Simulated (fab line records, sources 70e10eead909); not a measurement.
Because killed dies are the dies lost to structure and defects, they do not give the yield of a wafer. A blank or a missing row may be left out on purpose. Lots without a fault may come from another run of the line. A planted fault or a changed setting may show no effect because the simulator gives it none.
fab line records | flow nand-harc
[record] lots = 11 wafers = 33 last-day = 33
route steps=1302 shown P_GATE@141
lots that met no fault: from a run of the same line without faults
start-h: hours from the record's opening day to when the first of the lot's shown wafers began | wait-h: time in hours since the lot's previous step | " same as the row above | L1.1+2: a single row standing in for several wafers | - value missing, or start not given | * or withheld: withheld | < > ~ a bound
route shown NAME@n: names a module that has steps shown in the file, with the first one's number in the route | usual: mean/standard deviation taken from wafers without a fault | same: alike in all rows | chamber/n: place in a boat | sites: each site's reading | _std_site: standard deviation of those values | _edge_site: mean of outer sites minus mean of inner sites | radius-mm: how far each site lies from the wafer's centre | mask NAME#n: copy n | behind: the tool/chamber that last shaped the wafer | hold: cause of the lot's hold/its duration in hours/its outcome | device: whichever transistor did not switch (one of n, p or np) | end of line: the route-end tests of the same wafers | for a step that has no rows: nothing shown but its recipe | killed: dies lost to structure and defects at the first sort, not the wafer's yield | map: a wafer's dies, x killed, . not, _ none there
set.NAME: the setting that was run; set.NAME@STEP: the one run at that earlier step | model.NAME: the simulator's own value behind a step, which no gauge read
the route's steps for a sample of lots (tables are steps, rows are wafers)
services: a tool's chamber out of use, with start hour (start-h, from the record's first day; less than 0 if before it), hours out, and reason
[[steps]]
[step NHARC_P_GATE_CD_MEAS_26]
[recipe] target-cd-nm = 120 landing-energy-ev = 500
[usual] cd-nm = 120.9/0.86
// columns lot.wafer tool chamber start-h wait-h cd-nm
L181.1 cd-sem-01 0 107.12 - 120.0
L181.5 " 0 " " 119.7
L181.6 " 0 " " 120.4
L183.2 cd-sem-03 0 132.51 - 120.2
L183.4 " 0 " " 121.3
L183.6 " 0 " " 120.8
L186.2 cd-sem-01 0 163.43 - 119.7
L186.3 " 0 " " 120.6
L186.5 " 0 " " 121.4
L188.2 cd-sem-01 0 178.02 - 121.5
L188.4 " 0 " " 121.8
L188.6 " 0 " " 122.7
L189.1 cd-sem-01 0 194.90 - 120.2
L189.2 " 0 " " 120.8
L189.4 " 0 " " 120.0
L190.2 cd-sem-01 0 196.13 - 122.1
L190.3 " 0 " " 121.1
L190.6 " 0 " " 122.2
L192.1 cd-sem-03 0 214.18 - 122.6
L192.5 " 0 " " 121.7
L192.6 " 0 " " 120.9
L194.3 cd-sem-03 0 246.13 - 119.8
L194.4 " 0 " " 120.8
L194.6 " 0 " " 119.6
L201.2 cd-sem-03 0 313.44 - 120.7
L201.3 " 0 " " 121.3
L201.6 " 0 " " 121.6
L202.1 cd-sem-03 0 318.83 - 120.1
L202.2 " 0 " " 121.8
L202.4 " 0 " " 121.5
L203.4 cd-sem-01 0 319.45 - 122.3
L203.5 " 0 " " 122.2
L203.6 " 0 " " 122.4
[step NHARC_P_GATE_STRIP_108]
[recipe] o2-flow-sccm = 500 ar-flow-sccm = 0 bias-w = 0 chemistry = O2
[usual] drypump-motor-current-A = 5.8/0.47 oes-product-au = 1.003/0.017 rf-vpp-V = 57.7/0.91 showerhead-plenum-p-Torr = 3.53/0.16 throttle-valve-pct = 17.036/0.0094
// columns lot.wafer tool chamber start-h wait-h drypump-motor-current-A oes-product-au rf-hours-counter-h rf-vpp-V showerhead-plenum-p-Torr throttle-valve-pct
L181.1 rie-diel-01 2 107.97 - 5.9 0.988 4 59.0 3.45 17.041
L181.5 " 0 " " 6.2 0.991 - 58.4 3.71 17.039
L181.6 " 1 " " 5.2 1.017 - 58.2 3.77 17.037
L183.2 rie-diel-13 1 133.35 - 4.9 1.008 7 57.4 3.74 17.032
L183.4 " 2 " " 6.5 1.013 9 57.7 3.70 17.013
L183.6 " 3 " " 6.2 1.022 - 56.9 3.44 17.027
L186.3 rie-diel-07 2 164.24 - 5.7 1.018 1 56.0 3.30 17.040
L186.2 " 3 " " 5.7 0.972 1 58.1 3.46 17.030
L186.5 " 3 " " 5.7 0.969 - 57.2 3.46 17.022
L188.4 rie-diel-01 1 178.87 - 5.3 0.996 9 58.9 3.77 17.029
L188.2 " 2 " " 5.9 0.992 9 57.3 3.44 17.025
L188.6 " 0 " " 6.1 1.004 - 59.0 3.71 17.014
L189.2 rie-diel-13 1 195.74 - 4.9 1.009 0 58.0 3.74 17.047
L189.4 " 2 " " 6.6 1.015 0 58.4 3.70 17.030
L189.1 " 3 " " 6.2 1.019 0 58.2 3.44 17.027
L190.3 rie-diel-07 2 196.94 - 5.7 1.013 2 57.6 3.30 17.040
L190.2 " 3 " " 5.6 0.975 2 55.4 3.46 17.036
L190.6 " 2 " " 5.7 1.012 - 57.2 3.30 17.050
L192.1 rie-diel-01 1 215.04 - 5.2 1.020 0 58.9 3.77 17.037
L192.5 " 2 " " 5.9 0.989 - 58.2 3.44 17.037
L192.6 " 3 " " 5.9 1.034 - 57.4 3.33 17.023
L194.3 rie-diel-07 3 247.08 - 5.6 0.973 5 57.9 3.46 17.050
L194.4 " 0 " " 6.5 0.982 6 56.9 3.44 17.039
L194.6 " 3 " " 5.7 0.973 - 59.7 3.46 17.035
L201.3 rie-diel-01 3 314.27 - 5.9 0.999 4 58.3 3.33 17.048
L201.2 " 0 " " 6.2 1.009 4 58.5 3.70 17.030
L201.6 " 2 " " 5.9 1.005 - 57.0 3.44 17.039
L202.1 rie-diel-07 1 319.64 - 5.0 0.993 2 58.6 3.71 17.045
L202.4 " 2 " " 5.7 1.006 1 58.4 3.30 17.025
L202.2 " 0 " " 6.5 0.989 2 57.2 3.44 17.038
L203.4 rie-diel-07 0 320.32 - 6.5 0.999 2 57.9 3.44 17.023
L203.6 " 1 " " 5.0 1.002 - 57.7 3.70 17.035
L203.5 " 2 " " 5.7 1.005 - 56.6 3.30 17.033
[step NHARC_P_GATE_STRIP_101]
[recipe] time-s = 20 o2-flow-sccm = 500 ar-flow-sccm = 0 bias-w = 0 chemistry = O2
[usual] drypump-motor-current-A = 5.8/0.53 oes-product-au = 1.004/0.015 rf-vpp-V = 57.9/0.86 showerhead-plenum-p-Torr = 3.56/0.16 throttle-valve-pct = 17.037/0.0098
// columns lot.wafer tool chamber start-h wait-h drypump-motor-current-A oes-product-au rf-hours-counter-h rf-vpp-V showerhead-plenum-p-Torr throttle-valve-pct
L181.1 rie-diel-13 3 118.23 0.1 6.2 1.017 10 57.9 3.44 17.029
L181.5 " 0 " " 5.7 1.002 - 58.2 3.52 17.036
L181.6 " 1 " " 4.9 0.997 - 58.0 3.74 17.029
L183.4 rie-diel-01 1 143.62 0.1 5.3 1.007 7 58.8 3.77 17.038
L183.2 " 3 " " 5.9 1.034 7 57.7 3.34 17.044
L183.6 " 1 " " 5.3 1.009 - 59.2 3.77 17.048
L186.3 rie-diel-07 1 174.42 0.1 5.0 0.999 2 57.7 3.71 17.032
L186.2 " 0 " " 6.5 0.992 2 56.4 3.44 17.035
L186.5 " 1 " " 5.0 0.993 - 58.7 3.71 17.033
L188.2 rie-diel-13 1 189.03 0.1 4.9 1.001 0 58.6 3.74 17.019
L188.4 " 3 " " 6.3 1.022 0 57.6 3.44 17.045
L188.6 " 1 " " 4.9 1.006 - 57.4 3.74 17.029
L189.4 rie-diel-13 2 206.01 0.1 6.6 1.014 2 57.8 3.70 17.039
L189.1 " 3 " " 6.2 1.024 2 57.6 3.44 17.041
L189.2 " 1 " " 4.9 1.006 1 57.3 3.74 17.044
L190.2 rie-diel-13 3 209.37 0.1 6.2 1.011 3 56.6 3.44 17.023
L190.3 " 0 " " 5.7 1.008 2 58.2 3.51 17.029
L190.6 " 1 " " 5.0 1.010 - 58.2 3.74 17.033
L192.1 rie-diel-07 3 225.27 0.1 5.6 0.970 4 58.4 3.46 17.028
L192.6 " 2 " " 5.7 1.006 - 58.3 3.30 17.031
L192.5 " 3 " " 5.7 0.983 - 57.2 3.46 17.037
L194.3 rie-diel-01 2 257.40 0.1 5.9 0.989 1 55.7 3.44 17.035
L194.4 " 3 " " 5.9 1.013 1 58.5 3.33 17.043
L194.6 " 0 " " 6.2 0.998 - 57.7 3.70 17.034
L201.3 rie-diel-01 2 324.52 0.1 5.9 1.015 4 57.2 3.44 17.006
L201.2 " 3 " " 5.9 1.005 4 59.4 3.33 17.037
L201.6 " 2 " " 5.9 1.003 - 56.5 3.44 17.031
L202.4 rie-diel-07 1 329.91 0.1 5.0 0.983 2 59.0 3.70 17.031
L202.2 " 2 " " 5.7 0.997 2 56.1 3.30 17.035
L202.1 " 3 " " 5.7 0.971 2 57.7 3.46 17.032
L203.4 rie-diel-13 0 330.53 0.1 5.7 1.005 14 58.6 3.51 17.040
L203.5 " 0 " " 5.7 1.018 - 57.6 3.51 17.032
L203.6 " 1 " " 4.9 1.017 - 56.7 3.73 17.014
[step NHARC_P_GATE_EXPOSE_43]
[recipe] na = 0.6 target-cd-nm = 720 dose-mj = 14.81 mask-id = P_NSD
[usual] focus-offset-nm = -0.2/0.53
// columns lot.wafer tool chamber start-h wait-h mask focus-offset-nm
L181.1 krf-scanner-03 0 118.98 - P_NSD#0 -0.4
L181.5 " 0 " " P_NSD#0 0.0
L181.6 " 0 " " P_NSD#0 -0.6
L183.2 krf-scanner-04 0 144.27 - P_NSD#0 -0.2
L183.4 " 0 " " P_NSD#0 -0.5
L183.6 " 0 " " P_NSD#0 -0.4
L186.2 krf-scanner-02 0 175.19 - P_NSD#0 -0.3
L186.3 " 0 " " P_NSD#0 -0.2
L186.5 " 0 " " P_NSD#0 0.0
L188.2 krf-scanner-04 0 189.80 - P_NSD#0 0.4
L188.4 " 0 " " P_NSD#0 0.6
L188.6 " 0 " " P_NSD#0 0.9
L189.1 krf-scanner-02 0 206.77 - P_NSD#0 -0.5
L189.2 " 0 " " P_NSD#0 -0.2
L189.4 " 0 " " P_NSD#0 -0.7
L190.2 krf-scanner-02 0 210.01 - P_NSD#0 -0.3
L190.3 " 0 " " P_NSD#0 -1.0
L190.6 " 0 " " P_NSD#0 -0.7
L192.1 krf-scanner-02 0 226.03 - P_NSD_R1#0 -0.2
L192.5 " 0 " " P_NSD_R1#0 -0.6
L192.6 " 0 " " P_NSD_R1#0 -0.3
L194.3 krf-scanner-04 0 258.05 - P_NSD#0 0.1
L194.4 " 0 " " P_NSD#0 -0.1
L194.6 " 0 " " P_NSD#0 0.5
L201.2 krf-scanner-03 0 325.28 - P_NSD#0 -1.2
L201.3 " 0 " " P_NSD#0 -0.1
L201.6 " 0 " " P_NSD#0 -0.3
L202.1 krf-scanner-03 0 330.63 - P_NSD#0 -0.1
L202.2 " 0 " " P_NSD#0 1.0
L202.4 " 0 " " P_NSD#0 -0.7
L203.4 krf-scanner-02 0 331.33 - P_NSD#0 0.0
L203.5 " 0 " " P_NSD#0 -0.3
L203.6 " 0 " " P_NSD#0 0.3
[step NHARC_P_GATE_CD_MEAS_46]
[recipe] target-cd-nm = 720 landing-energy-ev = 500
[usual] cd-nm = 719.6/2.2
// columns lot.wafer tool chamber start-h wait-h cd-nm
L181.1 cd-sem-01 0 119.14 - 718.4
L181.5 " 0 " " 717.9
L181.6 " 0 " " 718.1
L183.2 cd-sem-01 0 144.42 - 719.1
L183.4 " 0 " " 717.1
L183.6 " 0 " " 718.4
L186.2 cd-sem-01 0 175.34 - 719.6
L186.3 " 0 " " 718.6
L186.5 " 0 " " 720.7
L188.2 cd-sem-01 0 189.96 - 719.2
L188.4 " 0 " " 721.5
L188.6 " 0 " " 722.6
L189.1 cd-sem-01 0 206.93 - 719.5
L189.2 " 0 " " 716.8
L189.4 " 0 " " 720.2
L190.2 cd-sem-01 0 210.17 - 718.2
L190.3 " 0 " " 722.3
L190.6 " 0 " " 723.0
L192.1 cd-sem-01 0 226.20 - 695.1
L192.5 " 0 " " 697.1
L192.6 " 0 " " 694.0
L194.3 cd-sem-03 0 258.20 - 717.8
L194.4 " 0 " " 716.6
L194.6 " 0 " " 722.8
L201.2 cd-sem-02 0 325.44 - 716.9
L201.3 " 0 " " 719.8
L201.6 " 0 " " 720.4
L202.1 cd-sem-02 0 330.79 - 722.0
L202.2 " 0 " " 719.7
L202.4 " 0 " " 723.3
L203.4 cd-sem-02 0 331.48 - 717.2
L203.5 " 0 " " 720.6
L203.6 " 0 " " 720.3
[[services]]
// columns tool chamber start-h hours kind
rie-diel-01 0 90.23 7.8 repair
krf-scanner-04 - 91.74 1.0 repair
krf-scanner-02 - 94.00 4.0 pm
krf-scanner-03 - 109.43 2.9 repair
rie-diel-07 - 117.20 9.0 pm
rie-diel-13 1 120.04 4.3 repair
rie-diel-13 0 125.28 4.0 repair
rie-diel-13 0 134.27 2.6 repair
rie-diel-13 - 165.00 9.0 pm
krf-scanner-04 - 182.35 4.0 pm
rie-diel-01 0 185.15 2.8 repair
rie-diel-07 0 189.96 4.2 repair
rie-diel-01 - 203.80 9.0 pm
krf-scanner-04 - 208.95 0.2 repair
rie-diel-13 2 220.15 34.9 repair
rie-diel-13 3 236.14 2.6 repair
rie-diel-07 - 239.29 0.7 repair
krf-scanner-02 - 266.00 4.0 pm
rie-diel-07 1 285.15 4.3 repair
rie-diel-13 2 290.62 6.3 repair
rie-diel-07 - 294.21 9.0 pm
rie-diel-01 2 294.55 8.8 repair
rie-diel-13 3 305.49 14.4 repair
rie-diel-01 - 307.05 0.8 repair
[[key]]
[first-sign] step = NHARC_P_GATE_EXPOSE_43 reading = mask direction = changed
[effect] step = NHARC_P_GATE_CD_MEAS_46 reading = cd-nm direction = down sigmas = 11 usual = 719.6 struck = 695.4
met-at NHARC_P_GATE_EXPOSE_43
struck-lots L192
tester-left-out L192
not-acting-at NHARC_P_GATE_CD_MEAS_26,NHARC_P_GATE_STRIP_108,NHARC_P_GATE_STRIP_101
onset-between 210.01 226.03
[fault] kind = wrong-mask tool = any chamber = - onset-h = 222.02 steps = NHARC_P_GATE_EXPOSE_43 aux-copy = P_NSD_R1#0 cd-offset-nm = -21.798 scope = struck-lots-only
// tester-left-out: of these lots the tester's yield and bins aren't shown, on N5 and GAA mostly nor the transistor test; their killed dies are dies lost to structure and defects alone, not to doping, threshold or leakage, so they don't give the yield
